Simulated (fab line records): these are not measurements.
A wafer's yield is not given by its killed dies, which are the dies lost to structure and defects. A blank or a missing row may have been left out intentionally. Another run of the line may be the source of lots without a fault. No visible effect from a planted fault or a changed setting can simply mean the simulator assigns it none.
Chamber matching || flow n5_finfet || ald_metal-03 running N5_HKMG_FIN_NWFM_ALD_20: 4 sister chambers
The step deposits TiAlC, target thk 2 nm, pulse time 3 s, purge time 2 s. 4 wafers are shown with their chamber, then 12 later ones without.

WAFERS, EACH WITH ITS CHAMBER
{"wafer": "L085.6", "chamber": 1, "heater_power_w (W)": 464}
{"wafer": "L091.1", "chamber": 0, "heater_power_w (W)": 576}
{"wafer": "L091.3", "chamber": 2, "heater_power_w (W)": 500}
{"wafer": "L091.5", "chamber": 3, "heater_power_w (W)": 552}

WAFERS WITHOUT THEIR CHAMBER
{"wafer": "L092.1", "heater_power_w (W)": 459}
{"wafer": "L092.2", "heater_power_w (W)": 554}
{"wafer": "L092.6", "heater_power_w (W)": 450}
{"wafer": "L094.1", "heater_power_w (W)": 465}
{"wafer": "L094.2", "heater_power_w (W)": 552}
{"wafer": "L094.3", "heater_power_w (W)": 520}
{"wafer": "L094.4", "heater_power_w (W)": 582}
{"wafer": "L094.5", "heater_power_w (W)": 518}
{"wafer": "L094.6", "heater_power_w (W)": 460}
{"wafer": "L097.2", "heater_power_w (W)": 533}
{"wafer": "L097.3", "heater_power_w (W)": 511}
{"wafer": "L097.6", "heater_power_w (W)": 499}

THE CHAMBER EACH PASSED THROUGH
{"wafer": "L092.1", "from the rows above": 1, "in truth": 1}
{"wafer": "L092.2", "from the rows above": "can't be placed: 3 or 0", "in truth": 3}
{"wafer": "L092.6", "from the rows above": 1, "in truth": 1}
{"wafer": "L094.1", "from the rows above": 1, "in truth": 1}
{"wafer": "L094.2", "from the rows above": 3, "in truth": 3}
{"wafer": "L094.3", "from the rows above": "can't be placed: 2 or 3", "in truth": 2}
{"wafer": "L094.4", "from the rows above": 0, "in truth": 0}
{"wafer": "L094.5", "from the rows above": "can't be placed: 2 or 3", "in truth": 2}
{"wafer": "L094.6", "from the rows above": 1, "in truth": 1}
{"wafer": "L097.2", "from the rows above": "can't be placed: 3 or 2", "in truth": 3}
{"wafer": "L097.3", "from the rows above": 2, "in truth": 2}
{"wafer": "L097.6", "from the rows above": 2, "in truth": 2}
Correctly placed: 8 of 12. Not placeable from these rows: 4 (in 4, the candidates include the true chamber). Wrongly placed: 0.
How it was worked out, from the rows above alone: a wafer's distance from a chamber is the root of the sum, over the readings, of the square of ((its reading less the chamber's mean) divided by the reading's scatter). The wafer belongs to the nearest chamber; if the next one is less than 2 further off, it can't be placed. The mean given for a chamber averages the wafers shown for that chamber. The scatter: root of mean squared gap, hidden wafer to nearest shown wafer, with one shown wafer a chamber.
